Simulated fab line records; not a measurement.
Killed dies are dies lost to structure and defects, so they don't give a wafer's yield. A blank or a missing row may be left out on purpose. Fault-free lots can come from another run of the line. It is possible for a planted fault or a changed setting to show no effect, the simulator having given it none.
Which of the tools did it? -- flow n5_finfet -- 24 lots, 72 wafers sampled, at 6 steps of a route of 1938

WHAT THE GAUGES SHOWED, per wafer
The record holds no reading of a measuring or inspecting step that can be judged against a usual standard deviation.

WHICH TOOL RAN EACH LOT (tool, then ch and the chambers of the sampled wafers, then the start)
lot,N5_BEOL_M3_STRIP_19,N5_BEOL_M3_STRIP_97,N5_BEOL_M3_SPUTTER_48,N5_BEOL_M3_ANNEAL_49,N5_BEOL_M4_ILD_DEP_00,N5_BEOL_M4_ETCH_69
L074,"rie_diel-03 ch 1,2,3, day 7 05:47","rie_diel-03 ch 0,1,3, day 7 08:19 or earlier","pvd_sputter-01, day 7 08:19","pvd_sputter-01, day 7 08:24","pecvd-04 ch 0,1,2, day 7 11:11","rie_diel-02 ch 0,3, day 7 13:29"
L076,"rie_diel-01 ch 1,3, day 7 06:01","rie_diel-06 ch 0,1,3, day 7 09:49 or earlier","pvd_sputter-02, day 7 09:49","pvd_sputter-02, day 7 09:54","pecvd-01 ch 0,1,2, day 7 12:46","rie_diel-05 ch 0,2,3, day 7 15:53"
L075,"rie_diel-01 ch 1,3, day 7 12:51","rie_diel-03 ch 0,2, day 7 19:22 or earlier","pvd_sputter-01, day 7 19:22","pvd_sputter-01, day 7 19:26","pecvd-01 ch 1,2, day 7 22:16","rie_diel-05 ch 2,3, day 8 01:42"
L077,"rie_diel-01 ch 0,1, day 7 18:28","rie_diel-06 ch 0,2,3, day 7 21:44 or earlier","pvd_sputter-03, day 7 21:44","pvd_sputter-03, day 7 21:49","pecvd-04 ch 0,2, day 8 00:41","rie_diel-02 ch 0,2,3, day 8 03:28"
L078,"rie_diel-01 ch 0,2, day 7 20:08","rie_diel-06 ch 1,2,3, day 7 23:52 or earlier","pvd_sputter-01, day 7 23:52","pvd_sputter-01, day 7 23:56","pecvd-01 ch 0,1,2, day 8 03:15","rie_diel-04 ch 0,1,3, day 8 09:02"
L079,"rie_diel-03 ch 0,1,2, day 8 13:51","rie_diel-01 ch 0,3, day 8 16:05 or earlier","pvd_sputter-01, day 8 16:05","pvd_sputter-01, day 8 16:10","pecvd-04 ch 0,2, day 8 22:22","rie_diel-04 ch 2,3, day 9 00:31"
L081,"rie_diel-03 ch 0,1,3, day 8 21:07","rie_diel-01 ch 0,1,3, day 9 02:21 or earlier","pvd_sputter-03, day 9 02:21","pvd_sputter-03, day 9 02:26","pecvd-04 ch 0,2, day 9 06:55","rie_diel-02 ch 0,1,2, day 9 09:06"
L082,"rie_diel-01 ch 1,2, day 8 23:30","rie_diel-06 ch 0,1,3, day 9 07:56 or earlier","pvd_sputter-02, day 9 07:56","pvd_sputter-02, day 9 08:01","pecvd-01 ch 0,1,2, day 9 12:55","rie_diel-04 ch 1,2,3, day 9 15:06"
L080,"rie_diel-03 ch 0,1,2, day 9 03:22","rie_diel-03 ch 0,1,2, day 9 07:59 or earlier","pvd_sputter-03, day 9 07:59","pvd_sputter-03, day 9 08:04","pecvd-01 ch 0,1,2, day 9 13:11","rie_diel-02 ch 0,2,3, day 9 15:49"
L083,"rie_diel-01 ch 2,3, day 9 08:11","rie_diel-06 ch 0,1,2, day 9 10:43 or earlier","pvd_sputter-03, day 9 10:43","pvd_sputter-03, day 9 10:48","pecvd-03 ch 0,1, day 9 16:46","rie_diel-04 ch 1,2,3, day 9 19:22"
L084,"rie_diel-03 ch 0,1, day 9 13:16","rie_diel-03 ch 0,2,3, day 9 15:29 or earlier","pvd_sputter-02, day 9 15:29","pvd_sputter-02, day 9 15:34","pecvd-04 ch 0,1,2, day 9 20:48","rie_diel-05 ch 2,3, day 9 23:43"
L085,"rie_diel-06 ch 0,2,3, day 10 03:04","rie_diel-06 ch 0,2, day 10 05:08 or earlier","pvd_sputter-02, day 10 05:08","pvd_sputter-02, day 10 05:13","pecvd-04 ch 0,2, day 10 08:00","rie_diel-05 ch 1,2,3, day 10 11:25"
L086,"rie_diel-01 ch 1,2,3, day 10 06:06","rie_diel-06 ch 0,2,3, day 10 21:12 or earlier","pvd_sputter-03, day 10 21:12","pvd_sputter-03, day 10 21:17","pecvd-04 ch 0,1,2, day 11 00:04","rie_diel-02 ch 1,2,3, day 11 02:14"
L087,"rie_diel-06 ch 1,2,3, day 10 15:31","rie_diel-03 ch 0,2,3, day 11 00:28 or earlier","pvd_sputter-01, day 11 00:28","pvd_sputter-01, day 11 00:32","pecvd-04 ch 0,1,2, day 11 03:20","rie_diel-02 ch 0,1,3, day 11 05:13"
L088,"rie_diel-03 ch 0,2,3, day 11 00:10","rie_diel-06 ch 1,3, day 11 04:50 or earlier","pvd_sputter-03, day 11 04:50","pvd_sputter-03, day 11 04:55","pecvd-01 ch 0,1, day 11 07:43","rie_diel-04 ch 0,3, day 11 12:23"
L090,"rie_diel-06 ch 0,3, day 11 07:53","rie_diel-01 ch 1,2, day 11 13:04 or earlier","pvd_sputter-02, day 11 13:04","pvd_sputter-02, day 11 13:09","pecvd-01 ch 1,2, day 11 16:06","rie_diel-04 ch 0,1,2, day 11 19:34"
L089,"rie_diel-03 ch 0,2, day 11 08:10","rie_diel-01 ch 0,1, day 11 15:50 or earlier","pvd_sputter-01, day 11 15:50","pvd_sputter-01, day 11 15:55","pecvd-03 ch 0,1,2, day 11 18:51","rie_diel-05 ch 0,1,2, day 11 20:40"
L091,"rie_diel-06 ch 2,3, day 11 16:17","rie_diel-06 ch 0,1,2, day 11 20:28 or earlier","pvd_sputter-03, day 11 20:28","pvd_sputter-03, day 11 20:33","pecvd-03 ch 1,2, day 11 23:26","rie_diel-05 ch 0,1, day 12 02:13"
L092,"rie_diel-01 ch 0,2,3, day 11 16:52","rie_diel-06 ch 0,2,3, day 12 03:50 or earlier","pvd_sputter-03, day 12 03:50","pvd_sputter-03, day 12 03:55","pecvd-03 ch 0,1, day 12 06:43","rie_diel-02 ch 1,2,3, day 12 08:58"
L093,"rie_diel-06 ch 1,2,3, day 11 22:27","rie_diel-06 ch 0,1,3, day 12 08:37 or earlier","pvd_sputter-01, day 12 08:37","pvd_sputter-01, day 12 08:41","pecvd-01 ch 0,1, day 12 11:29","rie_diel-02 ch 1,2,3, day 12 13:49"
L094,"rie_diel-01 ch 0,1,3, day 11 23:41","rie_diel-01 ch 0,2,3, day 12 08:13 or earlier","pvd_sputter-02, day 12 08:13","pvd_sputter-02, day 12 08:17","pecvd-01 ch 0,1, day 12 11:05","rie_diel-04 ch 1,2,3, day 12 13:40"
L095,"rie_diel-06 ch 0,1,2, day 12 00:39","rie_diel-03 ch 0,1,3, day 12 12:45 or earlier","pvd_sputter-03, day 12 12:45","pvd_sputter-03, day 12 12:50","pecvd-01 ch 0,1, day 12 15:57","rie_diel-05 ch 0,2,3, day 12 19:29"
L096,"rie_diel-03 ch 2,3, day 12 21:58","rie_diel-03 ch 0,1,3, day 13 03:04 or earlier","pvd_sputter-03, day 13 03:04","pvd_sputter-03, day 13 03:09","pecvd-04 ch 1,2, day 13 05:58","rie_diel-05 ch 0,1, day 13 08:22"
L097,"rie_diel-03 ch 0,1,3, day 12 23:56","rie_diel-01 ch 0,3, day 13 13:22 or earlier","pvd_sputter-02, day 13 13:22","pvd_sputter-02, day 13 13:27","pecvd-03 ch 0,1, day 13 16:16","rie_diel-04 ch 1,2,3, day 13 18:33"
- N5_BEOL_M3_STRIP_19: strips in O2.
- N5_BEOL_M3_STRIP_97: strips in N2/H2, time 10 s.
- N5_BEOL_M3_SPUTTER_48: material Cu, target thk 4.5 nm, time 8.29 s.
- N5_BEOL_M3_ANNEAL_49: time 240 s.
- N5_BEOL_M4_ILD_DEP_00: deposits SiOC from DEMS/O2, target thk 79 nm, time 15.3 s.
- N5_BEOL_M4_ETCH_69: etches SiARC in CF4, target depth 15.6 nm, time 26 s.

AS READ BY THE TOOLS THEMSELVES (means over the sampled wafers that have a number; for cases with no such wafer, the mark the record gives instead)
N5_BEOL_M3_STRIP_19. Usual: drypump_motor_current_A 5.8 A, standard deviation 0.46; oes_product_au 0.81 a.u., standard deviation 0.096; rf_vpp_V 3.6 V, standard deviation 0.47; showerhead_plenum_p_Torr 2.05 Torr, standard deviation 0.058; throttle_valve_pct 16.72 %, standard deviation 0.24.
lot,tool,drypump_motor_current_A (A),oes_product_au (a.u.),rf_vpp_V (V),showerhead_plenum_p_Torr (Torr),throttle_valve_pct (%),flag
L074,rie_diel-03,5.4,0.71,3.7,2.04,16.98,
L076,rie_diel-01,6.4,0.79,3.5,2.08,16.58,
L075,rie_diel-01,6.1,0.84,3.9,2.05,16.45,
L077,rie_diel-01,6.0,0.92,3.4,2.06,16.53,
L078,rie_diel-01,6.1,0.95,3.7,2.07,16.66,
L079,rie_diel-03,5.7,0.78,3.9,2.10,17.01,
L081,rie_diel-03,5.5,0.77,3.5,2.06,16.89,
L082,rie_diel-01,5.9,0.88,3.4,2.04,16.46,
L080,rie_diel-03,5.7,0.76,3.6,2.10,17.02,
L083,rie_diel-01,6.5,0.80,3.8,2.09,16.70,
L084,rie_diel-03,5.9,0.83,3.8,2.12,16.92,
L085,rie_diel-06,5.7,0.78,3.7,2.04,16.73,
L086,rie_diel-01,6.1,0.83,3.5,2.06,16.60,
L087,rie_diel-06,5.4,0.73,3.8,2.02,16.76,
L088,rie_diel-03,5.5,0.76,3.4,2.07,16.91,
L090,rie_diel-06,5.8,0.80,3.7,2.01,16.52,
L089,rie_diel-03,5.9,0.82,3.8,2.13,16.93,
L091,rie_diel-06,5.3,0.73,3.9,2.02,16.87,
L092,rie_diel-01,6.3,0.83,3.9,2.08,16.71,
L093,rie_diel-06,5.4,0.72,3.0,2.02,16.78,
L094,rie_diel-01,6.2,0.81,3.9,2.06,16.62,
L095,rie_diel-06,5.8,0.75,3.0,2.03,16.66,
L096,rie_diel-03,5.2,0.69,3.4,2.01,16.92,
L097,rie_diel-03,5.6,0.83,3.8,2.05,16.79,

N5_BEOL_M3_STRIP_97. Usual: drypump_motor_current_A 5.7 A, standard deviation 0.48; n2_flow_sccm 200.0 sccm, standard deviation 0.58; oes_product_au 0.78 a.u., standard deviation 0.079; rf_vpp_V 59.0 V, standard deviation 0.79; showerhead_plenum_p_Torr 2.47 Torr, standard deviation 0.053; throttle_valve_pct 23.70 %, standard deviation 0.25.
lot,tool,drypump_motor_current_A (A),n2_flow_sccm (sccm),oes_product_au (a.u.),rf_vpp_V (V),showerhead_plenum_p_Torr (Torr),throttle_valve_pct (%),flag
L074,rie_diel-03,5.6,199.8,0.78,58.8,2.51,23.87,
L076,rie_diel-06,5.5,200.5,0.79,60.0,2.44,23.60,
L075,rie_diel-03,5.7,200.4,0.79,59.1,2.54,23.88,
L077,rie_diel-06,5.7,200.2,0.79,59.2,2.47,23.56,
L078,rie_diel-06,5.4,200.0,0.74,59.7,2.45,23.71,
L079,rie_diel-01,6.5,200.2,0.80,58.7,2.52,23.61,
L081,rie_diel-01,6.2,199.8,0.84,59.4,2.49,23.42,
L082,rie_diel-06,5.5,199.8,0.77,59.2,2.44,23.62,
L080,rie_diel-03,5.8,199.7,0.77,59.3,2.54,23.98,
L083,rie_diel-06,5.8,199.6,0.77,58.8,2.47,23.63,
L084,rie_diel-03,5.5,200.1,0.77,58.5,2.50,23.82,
L085,rie_diel-06,5.9,199.9,0.77,59.3,2.50,23.58,
L086,rie_diel-06,5.7,200.4,0.77,58.6,2.46,23.58,
L087,rie_diel-03,5.5,199.9,0.76,59.8,2.50,23.83,
L088,rie_diel-06,5.2,200.3,0.72,59.0,2.41,23.80,
L090,rie_diel-01,5.9,200.0,0.85,59.0,2.46,23.53,
L089,rie_diel-01,6.0,199.7,0.86,59.2,2.46,23.32,
L091,rie_diel-06,5.8,200.0,0.75,58.6,2.46,23.65,
L092,rie_diel-06,5.7,199.6,0.76,58.7,2.46,23.59,
L093,rie_diel-06,5.5,200.4,0.75,58.3,2.43,23.66,
L094,rie_diel-01,6.3,200.1,0.82,58.8,2.50,23.76,
L095,rie_diel-03,5.5,200.3,0.84,58.3,2.49,23.82,
L096,rie_diel-03,5.6,199.8,0.83,59.3,2.49,23.83,
L097,rie_diel-01,6.3,199.7,0.81,59.3,2.49,23.52,

N5_BEOL_M3_SPUTTER_48. Usual: throttle_valve_pct reads 29.4 % (standard deviation 1.2).
lot,tool,throttle_valve_pct (%),flag
L074,pvd_sputter-01,28.5,
L076,pvd_sputter-02,30.3,
L075,pvd_sputter-01,28.6,
L077,pvd_sputter-03,29.4,
L078,pvd_sputter-01,29.0,
L079,pvd_sputter-01,27.8,
L081,pvd_sputter-03,29.5,
L082,pvd_sputter-02,30.6,
L080,pvd_sputter-03,28.7,
L083,pvd_sputter-03,28.7,
L084,pvd_sputter-02,30.2,
L085,pvd_sputter-02,30.2,
L086,pvd_sputter-03,29.3,
L087,pvd_sputter-01,28.7,
L088,pvd_sputter-03,29.2,
L090,pvd_sputter-02,30.8,
L089,pvd_sputter-01,28.7,
L091,pvd_sputter-03,28.7,
L092,pvd_sputter-03,29.5,
L093,pvd_sputter-01,29.0,
L094,pvd_sputter-02,30.1,
L095,pvd_sputter-03,29.6,
L096,pvd_sputter-03,30.2,
L097,pvd_sputter-02,30.3,

N5_BEOL_M3_ANNEAL_49. Usual: heater_power_w reads 832 W (standard deviation 65).
lot,tool,heater_power_w (W),flag
L074,pvd_sputter-01,822,
L076,pvd_sputter-02,812,
L075,pvd_sputter-01,827,
L077,pvd_sputter-03,856,
L078,pvd_sputter-01,859,
L079,pvd_sputter-01,792,
L081,pvd_sputter-03,854,
L082,pvd_sputter-02,783,
L080,pvd_sputter-03,816,
L083,pvd_sputter-03,818,
L084,pvd_sputter-02,816,
L085,pvd_sputter-02,813,
L086,pvd_sputter-03,875,
L087,pvd_sputter-01,821,
L088,pvd_sputter-03,872,
L090,pvd_sputter-02,780,
L089,pvd_sputter-01,825,
L091,pvd_sputter-03,852,
L092,pvd_sputter-03,859,
L093,pvd_sputter-01,833,
L094,pvd_sputter-02,826,
L095,pvd_sputter-03,859,
L096,pvd_sputter-03,919,
L097,pvd_sputter-02,826,

N5_BEOL_M4_ILD_DEP_00. Usual: heater_power_w 446 W, standard deviation 67; showerhead_plenum_p_Torr 5.697 Torr, standard deviation 0.015; throttle_valve_pct 11.9 %, standard deviation 0.38.
lot,tool,heater_power_w (W),showerhead_plenum_p_Torr (Torr),throttle_valve_pct (%),flag
L074,pecvd-04,436,5.692,11.7,
L076,pecvd-01,462,5.692,12.0,
L075,pecvd-01,421,5.686,12.0,
L077,pecvd-04,418,5.697,11.7,
L078,pecvd-01,412,5.691,11.8,
L079,pecvd-04,435,5.702,11.6,
L081,pecvd-04,439,5.694,11.8,
L082,pecvd-01,458,5.693,11.8,
L080,pecvd-01,461,5.686,11.9,
L083,pecvd-03,447,5.708,12.1,
L084,pecvd-04,463,5.694,11.6,
L085,pecvd-04,390,5.701,11.7,
L086,pecvd-04,463,5.694,11.9,
L087,pecvd-04,411,5.691,12.0,
L088,pecvd-01,468,5.704,12.1,
L090,pecvd-01,455,5.685,12.2,
L089,pecvd-03,438,5.704,12.0,
L091,pecvd-03,388,5.681,11.7,
L092,pecvd-03,516,5.704,12.1,
L093,pecvd-01,480,5.697,12.5,
L094,pecvd-01,434,5.696,12.1,
L095,pecvd-01,461,5.707,12.1,
L096,pecvd-04,501,5.699,12.0,
L097,pecvd-03,480,5.711,12.1,

N5_BEOL_M4_ETCH_69. Usual: drypump_motor_current_A 5.6 A, standard deviation 0.39; etch_rf_on_time_s 26.0 s, standard deviation 0.47; oes_product_au 0.69 a.u., standard deviation 0.07; rf_vpp_V 184.2 V, standard deviation 1.2; showerhead_plenum_p_Torr 2.15 Torr, standard deviation 0.066; throttle_valve_pct 15.49 %, standard deviation 0.19.
lot,tool,drypump_motor_current_A (A),etch_rf_on_time_s (s),oes_product_au (a.u.),rf_vpp_V (V),showerhead_plenum_p_Torr (Torr),throttle_valve_pct (%),flag
L074,rie_diel-02,5.5,26.8,0.72,183.6,2.13,15.54,
L076,rie_diel-05,5.7,26.0,0.66,184.7,2.20,15.44,
L075,rie_diel-05,5.8,26.2,0.60,185.4,2.18,15.40,
L077,rie_diel-02,5.8,26.4,0.69,183.1,2.11,15.52,
L078,rie_diel-04,5.4,26.1,0.74,184.3,2.16,15.26,
L079,rie_diel-04,5.5,25.3,0.68,185.2,2.24,15.62,
L081,rie_diel-02,5.8,25.9,0.70,184.1,2.13,15.51,
L082,rie_diel-04,5.4,25.6,0.73,185.1,2.19,15.37,
L080,rie_diel-02,5.8,26.5,0.68,183.5,2.10,15.53,
L083,rie_diel-04,5.3,25.6,0.72,184.5,2.19,15.37,
L084,rie_diel-05,5.7,26.2,0.59,184.2,2.15,15.52,
L085,rie_diel-05,5.6,26.1,0.66,184.6,2.14,15.48,
L086,rie_diel-02,5.8,26.1,0.70,183.6,2.11,15.60,
L087,rie_diel-02,5.4,26.2,0.71,184.2,2.15,15.57,
L088,rie_diel-04,5.6,26.3,0.66,184.9,2.16,15.48,
L090,rie_diel-04,5.7,25.9,0.66,184.2,2.14,15.50,
L089,rie_diel-05,5.6,25.7,0.70,183.6,2.18,15.46,
L091,rie_diel-05,5.4,25.5,0.75,184.4,2.15,15.51,
L092,rie_diel-02,5.8,26.0,0.69,184.8,2.11,15.61,
L093,rie_diel-02,5.8,26.4,0.68,183.6,2.11,15.62,
L094,rie_diel-04,5.4,25.7,0.69,184.7,2.18,15.43,
L095,rie_diel-05,5.7,26.1,0.62,184.4,2.19,15.53,
L096,rie_diel-05,5.4,25.3,0.75,183.9,2.15,15.52,
L097,rie_diel-04,5.3,25.6,0.68,184.5,2.18,15.43,

THE ANSWER, worked out from the rows above alone
Rule: a lot is off if the mean of its wafers that have a number lies more than 3 standard deviations from the usual mean. Also off: a lot with no number at a reading for which 4 or more lots have one. Where the step has rows for the other lots, those lots are counted as sound. First the gauges in route order, then the tools' own readings, where a lot's mean is used as printed above. At the first step where some lot is off, the reading lying furthest off is the one used; lots without a number count as furthest.
None of the lots is off at any reading shown; this tells nothing.

WHAT THE SIMULATOR PUT IN
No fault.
